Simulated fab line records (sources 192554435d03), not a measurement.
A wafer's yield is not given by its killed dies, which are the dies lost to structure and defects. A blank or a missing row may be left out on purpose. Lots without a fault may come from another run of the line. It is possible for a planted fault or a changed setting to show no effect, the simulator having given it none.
fab line records | flow n5Finfet
record lots=7 wafers=19 lastDay=18
route steps=1938 shown BEOL_M4@1071 PASSIVATION@1936
lots that met no fault: from a run of the same line without faults
startH: hours from the record's first day to the start of the lot's first wafer shown | waitH: hours since the lot's step before | " identical to the entry in the row above | L1.1+2: a single row standing in for several wafers | - no value present, or no start provided | * or withheld: withheld | < > ~ a bound
route shown NAME@n: a module of which the file shows steps, and the number in the route of the first | usual: mean/standard deviation taken from wafers without a fault | same: alike in all rows | chamber/n: place in a boat | sites: the reading at each site | _std_site: standard deviation of those values | _edge_site: outer sites' mean less inner sites' | radiusMm: for every site, how far away it sits from the centre of the wafer | mask NAME#n: copy n | behind: the tool/chamber that last shaped the wafer | hold: why the lot went on hold/how many hours it stayed there/how the hold came to an end | device: names the non-switching transistor (n, p or np) | end of line: the tests these same wafers got at the end of their route | a step without rows: its recipe alone | killed: not the wafer's yield, but the dies lost to structure and defects at the first sort | map: per-die view of a wafer (x killed, . not killed, _ where there is no die)
set.NAME: the setting as run; set.NAME@STEP: as run at that earlier step | model.NAME: the simulator's own value behind a step, which no gauge read
lots seen at some steps along the route; tables by step, rows by wafer
services: from which hour (startH, from the record's first day; less than 0 if before it) a tool's chamber was out of use, for how many hours, and why
## steps
# step N5_BEOL_M4_ETCH_41
# recipe chemistry=CH3F/O2 target=SiCN targetDepthA=299 taperDeg=2 timeS=52.5 ionEnergyEv=120 maskMaterial=TiN pressureMtorr=30 sourceW=395 biasW=75 Ar_flow_sccm=150 CH3F_flow_sccm=30 O2_flow_sccm=20
# step N5_BEOL_M4_STRIP_97
# recipe chemistry=N2/H2 timeS=10 powerW=450 tempC=40 pressureMtorr=20 rfFrequencyHz=6e+07 biasPowerW=7 n2FlowSccm=200 h2FlowSccm=200
# step N5_BEOL_M4_OCD_MEAS_38
# usual trenchDepthNm=56.2/1.1
# columns lot.wafer tool chamber startH waitH trenchDepthNm
L469.1 ocd-01 - 217.91 - 55.8
L469.2 " - " " 56.8
L469.3 " - " " 54.2
L470.1 ocd-01 - 219.42 - 56.5
L470.3 " - " " 57.1
L470.6 " - " " 56.2
L473.1 ocd-01 - 225.73 - 57.1
L473.5 " - " " 56.7
L473.6 " - " " 56.5
L481.1 ocd-02 - 278.32 - 54.4
L481.5 " - " " 56.1
L482.3 ocd-01 - 278.53 - 56.0
L482.4 " - " " 56.9
L482.6 " - " " 55.6
L483.3 ocd-02 - 281.28 - 55.3
L483.5 " - " " 55.7
L486.1 ocd-02 - 312.08 - 55.0
L486.2 " - " " 56.2
L486.6 " - " " 55.3
# step N5_BEOL_M4_HM_STRIP_39
# recipe chemistry=peroxideTinStrip material=TiN targetDepthA=250 tempC=50 timeS=158
# step N5_BEOL_M4_SRD_40
# recipe timeS=30 tempC=23 rinseLiquid=diw dry=ipaMarangoni
# step N5_BEOL_M4_PRECLEAN_42
# recipe chemistry=residueRemover timeS=60 tempC=40
# step N5_BEOL_M4_SRD_43
# recipe timeS=30 tempC=23 rinseLiquid=diw dry=ipaMarangoni
# step N5_BEOL_M4_CD_MEAS_35
# recipe targetCdNm=18 targetCdYNm=22.4 polarity=opening
# usual cdNm=17.9/0.37
# columns lot.wafer tool chamber startH waitH cdNm
L469.1 cdSem-03 - 218.06 0.0 17.5
L469.2 " - " " 18.6
L469.3 " - " " 18.5
L470.1 cdSem-03 - 219.57 0.0 18.2
L470.3 " - " " 18.2
L470.6 " - " " 18.4
L473.1 cdSem-02 - 225.88 0.0 17.7
L473.5 " - " " 18.2
L473.6 " - " " 17.8
L481.1 cdSem-01 - 278.47 0.0 18.2
L481.5 " - " " 18.0
L482.3 cdSem-03 - 278.68 0.0 18.1
L482.4 " - " " 17.7
L482.6 " - " " 17.4
L483.3 cdSem-02 - 281.43 0.0 17.6
L483.5 " - " " 17.1
L486.1 cdSem-01 - 312.23 0.0 17.7
L486.2 " - " " 17.9
L486.6 " - " " 17.7
# step N5_BEOL_M4_DEGAS_44
# recipe ambient=vacuum tempC=250 timeS=60
# usual heaterPowerW=322/22
# columns lot.wafer tool chamber startH waitH heaterPowerW
L469.1 pvdSputter-03 - 219.18 1.1 337
L469.2 " - " " 320
L469.3 " - " " 357
L470.1 pvdSputter-01 - 219.66 0.1 301
L470.3 " - " " 282
L470.6 " - " " 310
L473.1 pvdSputter-03 - 226.02 0.1 327
L473.5 " - " " 325
L473.6 " - " " 351
L481.1 pvdSputter-03 - 278.52 0.0 317
L481.5 " - " " 326
L482.3 pvdSputter-03 - 278.73 0.1 318
L482.4 " - " " 336
L482.6 " - " " 317
L483.3 pvdSputter-03 - 281.64 0.2 350
L483.5 " - " " 327
L486.1 pvdSputter-03 - 312.33 0.1 326
L486.2 " - " " 351
L486.6 " - " " 339
# step N5_BEOL_M4_PRE_CLEAN_45
# recipe gas=H2/He timeS=30 tempC=250
# usual heaterPowerW=322/22
# columns lot.wafer tool chamber startH waitH heaterPowerW
L469.1 pvdSputter-03 - 219.22 0.0 341
L469.2 " - " " 321
L469.3 " - " " 343
L470.1 pvdSputter-01 - 219.70 0.0 301
L470.3 " - " " 279
L470.6 " - " " 301
L473.1 pvdSputter-03 - 226.06 0.0 321
L473.5 " - " " 328
L473.6 " - " " 341
L481.1 pvdSputter-03 - 278.56 0.0 321
L481.5 " - " " 323
L482.3 pvdSputter-03 - 278.77 0.0 324
L482.4 " - " " 335
L482.6 " - " " 324
L483.3 pvdSputter-03 - 281.68 0.0 357
L483.5 " - " " 325
L486.1 pvdSputter-03 - 312.37 0.0 321
L486.2 " - " " 351
L486.6 " - " " 338
# step N5_BEOL_M4_ALD_84
# recipe material=TaN targetThkA=* tempC=275 aldPrecursorFamily=PDMAT aldCoReactant=NH3 pressureTorr=3 carrierFlowSccm=1500 pulseTimeS=2 purgeTimeS=3 coReactantPurgeTimeS=2 coReactantPulseTimeS=3 aldCycles=30 precursorVesselTempC=75 precursorVesselPressureTorr=26.25 precursorVesselCarrierSccm=1000
# usual heaterPowerW=411/40
# columns lot.wafer tool chamber startH waitH heaterPowerW
L469.1 aldMetal-02 1 219.28 0.0 409
L469.2 " 2 " " 441
L469.3 " 3 " " 369
L470.1 aldMetal-04 2 219.76 0.0 407
L470.3 " 3 " " 351
L470.6 " 1 " " 376
L473.1 aldMetal-03 2 226.12 0.0 445
L473.5 " 1 " " 395
L473.6 " 0 " " 376
L481.1 aldMetal-04 1 278.62 0.0 373
L481.5 " 3 " " 354
L482.3 aldMetal-02 3 278.83 0.0 354
L482.4 " 2 " " 446
L482.6 " 1 " " 419
L483.3 aldMetal-03 3 281.74 0.0 453
L483.5 " 0 " " 377
L486.1 aldMetal-02 3 312.43 0.0 364
L486.2 " 2 " " 426
L486.6 " 3 " " 366
# step N5_BEOL_M4_SURFACE_TREAT_85
# recipe gas=Ar timeS=* ionEnergyEv=* ionCurrentMaCm2=0.5 pressureMtorr=* arFlowSccm=30
# usual throttleValvePct=*
# columns lot.wafer tool chamber startH waitH throttleValvePct
L469.1 pvdSputter-03 - 219.60 0.2 *
L469.2 " - " " *
L469.3 " - " " *
L470.1 pvdSputter-03 - 220.08 0.2 *
L470.3 " - " " *
L470.6 " - " " *
L473.1 pvdSputter-02 - 226.40 0.2 *
L473.5 " - " " *
L473.6 " - " " *
L481.1 pvdSputter-01 - 278.86 0.1 *
L481.5 " - " " *
L482.3 pvdSputter-01 - 279.06 0.1 *
L482.4 " - " " *
L482.6 " - " " *
L483.3 pvdSputter-02 - 282.03 0.2 *
L483.5 " - " " *
L486.1 pvdSputter-02 - 312.89 0.4 *
L486.2 " - " " *
L486.6 " - " " *
# step N5_BEOL_M4_CVD_47
# recipe material=Co targetThkA=30 tempC=withheld precursor=CCTBA/H2 pressureTorr=30 timeS=223.8
# usual runLengthS=247.0/0.4
# columns lot.wafer tool chamber startH waitH runLengthS
L469.1 cvdCo-01 1 219.66 0.0 247.0
L469.2 " 2 " " 247.1
L469.3 " 0 " " 246.5
L470.1 cvdCo-02 0 220.23 0.1 247.0
L470.3 " 1 " " 247.4
L470.6 " 0 " " 246.9
L473.1 cvdCo-01 0 226.48 0.1 247.0
L473.5 " 2 " " 247.6
L473.6 " 1 " " 246.2
L481.1 cvdCo-02 2 278.92 0.0 243.6
L481.5 " 0 " " 246.8
L482.3 cvdCo-02 0 279.23 0.1 243.6
L482.4 " 0 " " 247.0
L482.6 " 1 " " 247.2
L483.3 cvdCo-02 0 282.09 0.0 243.6
L483.5 " 1 " " 247.6
L486.1 cvdCo-01 1 312.95 0.0 246.7
L486.2 " 0 " " 246.3
L486.6 " 0 " " 246.5
# step N5_BEOL_M4_SPUTTER_48
# recipe material=Cu targetThkA=45 tempC=-20 chamberPressurePa=0.07 powerW=withheld timeS=8.29
# usual throttleValvePct=30.0/0.86
# columns lot.wafer tool chamber startH waitH throttleValvePct
L469.1 pvdSputter-02 - 219.82 0.1 31.0
L469.2 " - " " 29.8
L469.3 " - " " 31.8
L470.1 pvdSputter-03 - 220.56 0.3 29.9
L470.3 " - " " 29.5
L470.6 " - " " 30.0
L473.1 pvdSputter-01 - 226.65 0.1 31.0
L473.5 " - " " 29.8
L473.6 " - " " 28.2
L481.1 pvdSputter-03 - 279.08 0.1 30.3
L481.5 " - " " 29.8
L482.3 pvdSputter-01 - 279.50 0.2 27.8
L482.4 " - " " 30.1
L482.6 " - " " 30.5
L483.3 pvdSputter-03 - 282.25 0.1 29.9
L483.5 " - " " 30.0
L486.1 pvdSputter-02 - 313.13 0.1 30.7
L486.2 " - " " 29.4
L486.6 " - " " 29.6
# step N5_BEOL_M4_RC_MEAS_101
# usual DIBL_N=36.2/1.5 DIBL_P=36.4/2.1 IOFF_N=0.16/0.031 IOFF_P=0.21/0.037 ION_N=679/11 ION_P=465/7.7 SS_N=71.4/0.55 SS_P=73.2/0.63 VT_N=249/3.3 VT_P=-250/3.4
# columns lot.wafer tool chamber startH waitH DIBL_N[mV/V] DIBL_P[mV/V] IOFF_N[nA/um] IOFF_P[nA/um] ION_N[uA/um] ION_P[uA/um] SS_N[mV/dec] SS_P[mV/dec] VT_N[mV] VT_P[mV]
L469.1 prober-01 0 223.78 0.0 34.8 34.7 0.15 0.22 682 473 70.7 73.3 248 -245
L469.2 " 0 " " 35.8 33.7 0.15 0.20 671 461 71.1 72.1 249 -251
L469.3 " 0 " " 35.1 35.0 0.15 0.21 692 473 71.7 72.7 253 -250
L470.1 prober-02 0 224.29 0.0 37.7 39.6 0.19 0.20 684 457 72.5 74.1 248 -254
L470.3 " 0 " " 35.8 38.1 0.16 0.19 686 464 72.0 74.0 248 -254
L470.6 " 0 " " 37.2 38.9 0.17 0.20 671 457 71.6 73.9 253 -253
L473.1 prober-01 0 229.71 0.0 36.3 35.4 0.18 0.24 682 471 71.1 73.4 247 -246
L473.5 " 0 " " 36.5 36.8 0.19 0.27 688 477 71.0 73.2 244 -245
L473.6 " 0 " " 35.0 33.0 0.15 0.20 671 464 71.5 72.4 248 -247
L481.1 prober-01 0 281.94 0.0 37.9 38.6 0.17 0.20 679 454 71.6 73.1 248 -253
L481.5 " 0 " " 37.8 38.5 0.16 0.20 670 461 71.0 72.8 251 -253
L482.3 prober-02 0 283.03 0.3 36.0 35.8 0.16 0.21 680 463 71.3 73.3 248 -248
L482.4 " 0 " " 33.7 32.8 0.12 0.17 654 457 70.9 72.8 253 -250
L482.6 " 0 " " 35.7 36.9 0.16 0.24 673 464 71.1 73.3 249 -249
L483.3 prober-01 0 285.43 0.3 36.0 34.8 0.14 0.22 679 472 71.7 73.5 251 -248
L483.5 " 0 " " 34.3 33.2 0.13 0.19 671 472 70.9 72.1 253 -252
L486.1 prober-02 0 316.20 0.2 38.6 38.5 0.22 0.25 689 462 71.9 74.4 245 -247
L486.2 " 0 " " 39.5 39.8 0.25 0.30 704 477 72.4 74.3 242 -244
L486.6 " 0 " " 34.8 35.7 0.16 0.21 691 468 70.5 73.9 249 -249
# step N5_PASSIVATION_PROBE_49
# usual defectLimitedYield=91.3/1.3 killed_at_M0_to_M3=36/12 killed_at_M4_up=13/4.6 killedAtContacts=13/5.4 killedAtFrontEnd=37/10 killedAtOther=3.6/2.9 killedDies=102/15 killedOnRim=13/4 killedOpen=67/12 killedShort=33/7.5 sort_bin_5_function=5.1/0.93 sort_bin_6_memory=3.2/0.62 sort_bin_8_speed=0.00/0.01 sortNPass=1078/15 sortYieldPct=91.3/1.3
# same grossDies=1180 killedAtBackSide=0 sort_bin_4_leakage[%]=0
# columns lot.wafer tool chamber startH waitH defectLimitedYield[%] killed_at_M0_to_M3 killed_at_M4_up killedAtContacts killedAtFrontEnd killedAtOther killedDies killedOnRim killedOpen killedShort sort_bin_5_function[%] sort_bin_6_memory[%] sort_bin_8_speed[%] sortNPass sortYieldPct[%]
L469.1 prober-01 - 328.87 0.0 92.1 30 15 16 31 1 93 13 72 20 4.6 3.2 0 1087 92.1
L469.2 prober-01 - 328.92 0.1 92.9 28 6 16 33 1 84 17 54 26 5.3 1.6 0 1096 92.9
L469.3 prober-01 - 328.97 0.1 91.9 33 14 23 22 3 95 7 70 24 5.3 2.5 0 1085 91.9
L470.1 prober-01 - 329.17 0.2 91.5 35 12 25 24 4 100 22 65 29 5.4 2.5 0 1080 91.5
L470.3 prober-01 - 329.27 0.3 90.3 38 23 15 23 15 114 12 74 36 5.9 3.2 0 1066 90.3
L470.6 prober-01 - 329.42 0.4 90.4 58 12 3 38 2 113 15 67 42 5.6 3.3 0 1067 90.4
L473.1 prober-01 - 342.10 0.0 93.9 16 14 9 28 5 72 7 49 22 3.1 2.7 0 1108 93.9
L473.5 prober-01 - 342.30 0.2 91.5 29 14 17 38 2 100 10 72 25 4.3 3.7 0 1080 91.5
L473.6 prober-01 - 342.35 0.3 92.0 29 18 10 34 3 94 16 63 30 5.0 2.8 0 1086 92.0
L481.1 prober-02 - 383.29 0.0 91.8 33 18 4 35 7 97 7 66 31 4.2 3.8 0 1083 91.8
L481.5 prober-02 - 383.49 0.2 89.2 49 15 6 48 10 128 19 84 44 6.9 3.6 0 1052 89.2
L482.3 prober-02 - 395.16 0.1 93.2 26 7 9 33 5 80 10 46 30 3.5 2.9 0 1100 93.2
L482.4 prober-02 - 395.21 0.2 91.1 61 9 7 25 3 105 20 59 33 4.3 3.4 0 1075 91.1
L482.6 prober-02 - 395.31 0.3 92.3 36 11 11 25 8 91 18 59 32 4.5 2.6 0 1089 92.3
L483.3 prober-01 - 400.32 0.1 90.9 38 5 29 32 3 107 15 74 31 5.5 3.1 0 1073 90.9
L483.5 prober-01 - 400.42 0.2 90.4 38 14 21 38 2 113 19 65 34 5.3 3.0 0 1067 90.4
L486.1 prober-02 - 424.30 0.0 91.2 32 22 15 31 4 104 12 72 31 5.3 3.2 0.08 1076 91.2
L486.2 prober-02 - 424.35 0.1 92.1 39 15 13 24 2 93 12 69 23 4.5 3.1 0 1087 92.1
L486.6 prober-02 - 424.55 0.3 91.1 41 17 15 25 7 105 9 70 35 5.7 3.1 0 1075 91.1
# killed by level:class
L469.1 MOL_CONTACT_COAG:geometricParticle:open=14 BEOL_M2:geometricParticle:open=9 BEOL_M1:geometricParticle:open=7 FIN_SAQP:geometricParticle:open=6 STI_FIN_REVEAL:geometricParticle:open=6 DUMMY_GATE:geometricParticle:open=5 BEOL_M3:geometricParticle:open=5 BEOL_M4:geometricParticle:open=4
L469.2 MOL_CONTACT_COAG:geometricParticle:open=13 BEOL_M3:geometricParticle:open=9 STI_FIN_REVEAL:geometricParticle:open=7 BEOL_M0_SAQP:geometricParticle:open=6 BEOL_M0_SAQP:geometricParticle:short=6 ILD0:geometricParticle:open=4 SPACER0:geometricParticle:open=3 ILD0:geometricParticle:short=3
L469.3 MOL_CONTACT_COAG:geometricParticle:open=19 BEOL_M2:geometricParticle:open=12 BEOL_M0_SAQP:geometricParticle:open=7 BEOL_M0_SAQP:geometricParticle:short=6 DUMMY_GATE:geometricParticle:open=4 MOL_CONTACT_COAG:geometricParticle:short=4 BEOL_M3:geometricParticle:open=4 BEOL_M4:geometricParticle:open=4
L470.1 MOL_CONTACT_COAG:geometricParticle:open=21 BEOL_M0_SAQP:geometricParticle:open=12 BEOL_M0_SAQP:geometricParticle:short=6 MOL_CONTACT_COAG:geometricParticle:short=4 BEOL_M8:geometricParticle:open=4 HKMG_FIN:areaEtch=4 FIN_SAQP:geometricParticle:open=3 DUMMY_GATE:geometricParticle:open=3
L470.3 MOL_CONTACT_COAG:geometricParticle:open=13 BEOL_M4:geometricParticle:open=12 BEOL_M2:geometricParticle:short=9 PAD_METAL:geometricParticle:open=9 BEOL_M0_SAQP:geometricParticle:open=8 BEOL_M0_SAQP:geometricParticle:short=8 FIN_SAQP:geometricParticle:open=6 STI_FIN_REVEAL:geometricParticle:open=5
L470.6 BEOL_M0_SAQP:geometricParticle:open=15 BEOL_M2:geometricParticle:open=9 BEOL_M2:geometricParticle:short=9 BEOL_M0_SAQP:geometricParticle:short=8 FIN_SAQP:geometricParticle:open=7 BEOL_M1:geometricParticle:short=7 BEOL_M4:geometricParticle:open=7 FIN_SAQP:geometricParticle:short=5
L473.1 MOL_CONTACT_COAG:geometricParticle:open=9 BEOL_M0_SAQP:geometricParticle:short=6 FIN_SAQP:geometricParticle:open=5 DUMMY_GATE:geometricParticle:open=5 BEOL_M0_SAQP:geometricParticle:open=4 BEOL_M4:geometricParticle:open=4 STARTING-WAFER:geometricParticle:short=4 ILD0:geometricParticle:open=3
L473.5 MOL_CONTACT_COAG:geometricParticle:open=16 FIN_SAQP:geometricParticle:open=13 BEOL_M0_SAQP:geometricParticle:short=7 BEOL_M0_SAQP:geometricParticle:open=6 FIN_SAQP:geometricParticle:short=5 DUMMY_GATE:geometricParticle:open=5 STI_FIN_REVEAL:geometricParticle:open=4 BEOL_M4:geometricParticle:open=4
L473.6 MOL_CONTACT_COAG:geometricParticle:open=10 BEOL_M1:geometricParticle:open=7 BEOL_M4:geometricParticle:open=7 STI_FIN_REVEAL:geometricParticle:open=6 BEOL_M0_SAQP:geometricParticle:open=5 BEOL_M2:geometricParticle:open=4 BEOL_M0_SAQP:geometricParticle:short=4 FIN_SAQP:geometricParticle:open=3
L481.1 BEOL_M2:geometricParticle:open=11 BEOL_M4:geometricParticle:open=11 FIN_SAQP:geometricParticle:open=10 BEOL_M0_SAQP:geometricParticle:open=8 FIN_SAQP:geometricParticle:short=6 STI_FIN_REVEAL:geometricParticle:open=6 BEOL_M0_SAQP:geometricParticle:short=6 STARTING-WAFER:geometricParticle:short=5
L481.5 BEOL_M0_SAQP:geometricParticle:short=14 FIN_SAQP:geometricParticle:open=13 BEOL_M3:geometricParticle:open=12 FIN_SAQP:geometricParticle:short=10 BEOL_M0_SAQP:geometricParticle:open=9 BEOL_M2:geometricParticle:open=8 BEOL_M4:geometricParticle:open=8 MOL_CONTACT_COAG:geometricParticle:open=6
L482.3 BEOL_M0_SAQP:geometricParticle:open=9 MOL_CONTACT_COAG:geometricParticle:open=8 BEOL_M0_SAQP:geometricParticle:short=8 GATE_CUT:geometricParticle:short=7 FIN_SAQP:geometricParticle:open=6 BEOL_M2:geometricParticle:open=4 STARTING-WAFER:geometricParticle:open=4 GATE_CUT:geometricParticle:open=3
L482.4 BEOL_M0_SAQP:geometricParticle:open=22 BEOL_M0_SAQP:geometricParticle:short=18 HKMG_FIN:areaEtch=13 BEOL_M3:geometricParticle:open=7 MOL_CONTACT_COAG:geometricParticle:open=6 BEOL_M1:geometricParticle:open=6 GATE_CUT:geometricParticle:short=3 BEOL_M2:geometricParticle:open=3
L482.6 BEOL_M0_SAQP:geometricParticle:short=11 BEOL_M1:geometricParticle:open=11 MOL_CONTACT_COAG:geometricParticle:open=8 BEOL_M4:geometricParticle:open=6 STI_FIN_REVEAL:geometricParticle:open=5 BEOL_M0_SAQP:geometricParticle:open=5 ILD0:geometricParticle:open=4 GATE_CUT:geometricParticle:short=4
L483.3 MOL_CONTACT_COAG:geometricParticle:open=22 BEOL_M0_SAQP:geometricParticle:open=16 FIN_SAQP:geometricParticle:open=10 BEOL_M0_SAQP:geometricParticle:short=7 MOL_CONTACT_COAG:geometricParticle:short=7 FIN_SAQP:geometricParticle:short=5 BEOL_M3:geometricParticle:open=5 GATE_CUT:geometricParticle:short=4
L483.5 MOL_CONTACT_COAG:geometricParticle:open=15 BEOL_M3:geometricParticle:open=12 HKMG_FIN:areaEtch=12 BEOL_M0_SAQP:geometricParticle:short=11 BEOL_M0_SAQP:geometricParticle:open=7 MOL_CONTACT_COAG:geometricParticle:short=6 DUMMY_GATE:geometricParticle:open=4 GATE_CUT:geometricParticle:short=4
L486.1 FIN_SAQP:geometricParticle:open=14 MOL_CONTACT_COAG:geometricParticle:open=12 BEOL_M0_SAQP:geometricParticle:short=10 BEOL_M4:geometricParticle:open=7 BEOL_M2:geometricParticle:open=5 STI_FIN_REVEAL:geometricParticle:open=4 BEOL_M0_SAQP:geometricParticle:open=4 BEOL_M3:geometricParticle:open=4
L486.2 MOL_CONTACT_COAG:geometricParticle:open=10 BEOL_M4:geometricParticle:open=8 BEOL_M2:geometricParticle:open=8 BEOL_M0_SAQP:geometricParticle:short=7 BEOL_M0_SAQP:geometricParticle:open=7 BEOL_M1:geometricParticle:open=7 STI_FIN_REVEAL:geometricParticle:open=6 FIN_SAQP:geometricParticle:open=5
L486.6 MOL_CONTACT_COAG:geometricParticle:open=14 BEOL_M0_SAQP:geometricParticle:short=12 BEOL_M0_SAQP:geometricParticle:open=9 DUMMY_GATE:geometricParticle:open=7 BEOL_M4:geometricParticle:open=7 BEOL_M2:geometricParticle:open=6 FIN_SAQP:geometricParticle:open=4 BEOL_M0:geometricParticle:short=4
## services
# columns tool chamber startH hours kind
aldMetal-03 - 200.03 2.8 pm
aldMetal-02 - 251.49 0.9 repair
aldMetal-02 1 282.94 - calibration
aldMetal-04 1 289.39 30.3 repair
aldMetal-02 2 290.12 3.1 repair
pvdSputter-01 - 291.75 1.0 repair
## key
firstSign step=N5_BEOL_M4_CVD_47 reading=runLengthS direction=down sigmas=8.5 usual=* struck=*
effect none on later readings
metAt N5_BEOL_M4_CVD_47
struckWafers L481.1,L482.3,L483.3
baselineLoss step=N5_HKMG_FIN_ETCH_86 wafers=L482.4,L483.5
onsetBetween 220.23 278.92
fault kind=processParameterDrift tool=cvdCo-02 chamber=- onsetH=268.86 steps=N5_BEOL_M4_CVD_47 channel=timeS offset=* shape=step endH=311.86 scope=struckWafersOnly actsIn=* stated=*
# baselineLoss: these wafers lose ten dies or more at that step, a loss of the line's own and not of a fault; the sort's usual values leave them out
